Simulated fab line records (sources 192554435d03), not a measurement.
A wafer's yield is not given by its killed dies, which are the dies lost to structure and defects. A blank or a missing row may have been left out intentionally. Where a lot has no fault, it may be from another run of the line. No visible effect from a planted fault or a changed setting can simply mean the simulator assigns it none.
Split-lot experiment :: flow n5_finfet :: on a route of 1938 steps: 7 lots, 21 wafers read

SPLIT DETAILS
At N5_BEOL_M11_COAT_59 (time 60 s, resist thk 100 nm), the setting spin_rpm was moved away from the recipe's 1500 rpm on 5 of the 21 wafers read, by -10.9% to +10.0%. This setting was run at the recipe's value on the other wafers.

The reading is taken at the split's own step.

THE READING
SOC_of_BEOL_M11_COAT_59.thk_nm (the simulator's own value, which no gauge read), in nm, at N5_BEOL_M11_COAT_59 (time 60 s, resist thk 100 nm). The file gives no usual value for it. Average 99.8 nm, standard deviation 0.2 nm, over the 16 wafers here run with the recipe.

wafer: L075.2
tool, chamber at the split: litho_track-04, 0
spin_rpm as run, rpm: 1500
against the recipe: recipe
SOC_of_BEOL_M11_COAT_59.thk_nm, nm: 99.6
against lot-mates on the recipe: -

wafer: L075.3
tool, chamber at the split: litho_track-04, 0
spin_rpm as run, rpm: 1457
against the recipe: -2.9%
SOC_of_BEOL_M11_COAT_59.thk_nm, nm: 101.2
against lot-mates on the recipe: +1.4

wafer: L075.4
tool, chamber at the split: litho_track-04, 0
spin_rpm as run, rpm: 1500
against the recipe: recipe
SOC_of_BEOL_M11_COAT_59.thk_nm, nm: 100
against lot-mates on the recipe: -

wafer: L078.1
tool, chamber at the split: litho_track-05, 0
spin_rpm as run, rpm: 1500
against the recipe: recipe
SOC_of_BEOL_M11_COAT_59.thk_nm, nm: 99.8
against lot-mates on the recipe: -

wafer: L078.5
tool, chamber at the split: litho_track-05, 0
spin_rpm as run, rpm: 1500
against the recipe: recipe
SOC_of_BEOL_M11_COAT_59.thk_nm, nm: 99.8
against lot-mates on the recipe: -

wafer: L078.2
tool, chamber at the split: litho_track-05, 0
spin_rpm as run, rpm: 1500
against the recipe: recipe
SOC_of_BEOL_M11_COAT_59.thk_nm, nm: 100
against lot-mates on the recipe: -

wafer: L081.3
tool, chamber at the split: litho_track-04, 0
spin_rpm as run, rpm: 1358
against the recipe: -9.5%
SOC_of_BEOL_M11_COAT_59.thk_nm, nm: 104.8
against lot-mates on the recipe: +5.0

wafer: L081.5
tool, chamber at the split: litho_track-04, 0
spin_rpm as run, rpm: 1500
against the recipe: recipe
SOC_of_BEOL_M11_COAT_59.thk_nm, nm: 100
against lot-mates on the recipe: -

wafer: L081.6
tool, chamber at the split: litho_track-04, 0
spin_rpm as run, rpm: 1500
against the recipe: recipe
SOC_of_BEOL_M11_COAT_59.thk_nm, nm: 99.6
against lot-mates on the recipe: -

wafer: L080.2
tool, chamber at the split: litho_track-05, 0
spin_rpm as run, rpm: 1500
against the recipe: recipe
SOC_of_BEOL_M11_COAT_59.thk_nm, nm: 99.6
against lot-mates on the recipe: -

wafer: L080.4
tool, chamber at the split: litho_track-05, 0
spin_rpm as run, rpm: 1500
against the recipe: recipe
SOC_of_BEOL_M11_COAT_59.thk_nm, nm: 99.6
against lot-mates on the recipe: -

wafer: L080.6
tool, chamber at the split: litho_track-05, 0
spin_rpm as run, rpm: 1500
against the recipe: recipe
SOC_of_BEOL_M11_COAT_59.thk_nm, nm: 99.8
against lot-mates on the recipe: -

wafer: L087.3
tool, chamber at the split: litho_track-01, 0
spin_rpm as run, rpm: 1500
against the recipe: recipe
SOC_of_BEOL_M11_COAT_59.thk_nm, nm: 100.4
against lot-mates on the recipe: -

wafer: L087.4
tool, chamber at the split: litho_track-01, 0
spin_rpm as run, rpm: 1336
against the recipe: -10.9%
SOC_of_BEOL_M11_COAT_59.thk_nm, nm: 106.4
against lot-mates on the recipe: +6.0

wafer: L087.6
tool, chamber at the split: litho_track-01, 0
spin_rpm as run, rpm: 1336
against the recipe: -10.9%
SOC_of_BEOL_M11_COAT_59.thk_nm, nm: 106.2
against lot-mates on the recipe: +5.8

wafer: L093.4
tool, chamber at the split: litho_track-01, 0
spin_rpm as run, rpm: 1500
against the recipe: recipe
SOC_of_BEOL_M11_COAT_59.thk_nm, nm: 99.8
against lot-mates on the recipe: -

wafer: L093.5
tool, chamber at the split: litho_track-01, 0
spin_rpm as run, rpm: 1500
against the recipe: recipe
SOC_of_BEOL_M11_COAT_59.thk_nm, nm: 99.8
against lot-mates on the recipe: -

wafer: L093.6
tool, chamber at the split: litho_track-01, 0
spin_rpm as run, rpm: 1500
against the recipe: recipe
SOC_of_BEOL_M11_COAT_59.thk_nm, nm: 100
against lot-mates on the recipe: -

wafer: L096.2
tool, chamber at the split: litho_track-04, 0
spin_rpm as run, rpm: 1650
against the recipe: +10.0%
SOC_of_BEOL_M11_COAT_59.thk_nm, nm: 95.2
against lot-mates on the recipe: -4.6

wafer: L096.4
tool, chamber at the split: litho_track-04, 0
spin_rpm as run, rpm: 1500
against the recipe: recipe
SOC_of_BEOL_M11_COAT_59.thk_nm, nm: 99.8
against lot-mates on the recipe: -

wafer: L096.5
tool, chamber at the split: litho_track-04, 0
spin_rpm as run, rpm: 1500
against the recipe: recipe
SOC_of_BEOL_M11_COAT_59.thk_nm, nm: 99.8
against lot-mates on the recipe: -

FIT RESULTS
A straight line over all 21 wafers: SOC_of_BEOL_M11_COAT_59.thk_nm changes by -0.542 nm for each +1% of spin_rpm; r = -0.99; the points scatter about the line by 0.31 nm.
The same after taking each lot's own level away (the mean of its wafers on the recipe; 21 wafers): -0.515 nm for each +1%; r = -1.00; scatter 0.19 nm.
According to that fit, moving spin_rpm by its largest amount changes the reading by 5.6 nm.
Measured against the standard deviation above, the lots' own levels, which go from 99.67 to 100.40 nm, span 3.6 times it.
The two slopes are in agreement: the lot-to-lot level therefore moves the slope only a little.
Check: +5.56 nm against its lot-mates is what the line predicts for one of the wafers moved furthest among these (-10.9%) when that wafer is left out of the fit. It came out at +6 nm against them.

THE OTHER SPLITS THESE WAFERS WENT THROUGH
Note: prior to the reading, these wafers also went through further splits. Each is held against what the fit with the lots' levels taken away leaves over:
other split on the same wafers: N5_BEOL_M4_COAT_76 spin_rpm
wafers away from the commonest value: 4
r with SOC_of_BEOL_M11_COAT_59.thk_nm (lot level and that fit taken away): +0.35

other split on the same wafers: N5_BEOL_M5_COAT_66 spin_rpm
wafers away from the commonest value: 9
r with SOC_of_BEOL_M11_COAT_59.thk_nm (lot level and that fit taken away): +0.13

other split on the same wafers: N5_BEOL_M5_COAT_74 spin_rpm
wafers away from the commonest value: 7
r with SOC_of_BEOL_M11_COAT_59.thk_nm (lot level and that fit taken away): -0.13

other split on the same wafers: N5_BEOL_M6_ETCH_66 bias_w
wafers away from the commonest value: 6
r with SOC_of_BEOL_M11_COAT_59.thk_nm (lot level and that fit taken away): +0.50

other split on the same wafers: N5_BEOL_M6_TRENCH_ETCH_37 bias_w
wafers away from the commonest value: 7
r with SOC_of_BEOL_M11_COAT_59.thk_nm (lot level and that fit taken away): -0.16

other split on the same wafers: N5_BEOL_M7_DESCUM_33 time_s
wafers away from the commonest value: 3
r with SOC_of_BEOL_M11_COAT_59.thk_nm (lot level and that fit taken away): +0.16

other split on the same wafers: N5_BEOL_M7_ALD_77 ald_cycles
wafers away from the commonest value: 6
r with SOC_of_BEOL_M11_COAT_59.thk_nm (lot level and that fit taken away): +0.03

other split on the same wafers: N5_BEOL_M8_ETCH_66 bias_w
wafers away from the commonest value: 5
r with SOC_of_BEOL_M11_COAT_59.thk_nm (lot level and that fit taken away): +0.11

other split on the same wafers: N5_BEOL_M8_TRENCH_ETCH_37 bias_w
wafers away from the commonest value: 5
r with SOC_of_BEOL_M11_COAT_59.thk_nm (lot level and that fit taken away): +0.35

other split on the same wafers: N5_BEOL_M9_CMP_52 down_force_psi
wafers away from the commonest value: 5
r with SOC_of_BEOL_M11_COAT_59.thk_nm (lot level and that fit taken away): +0.19

THE FILE'S OWN FIT
SOC_of_BEOL_M11_COAT_59.thk_nm changes by -0.51 nm for each +1% of spin_rpm, r = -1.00.
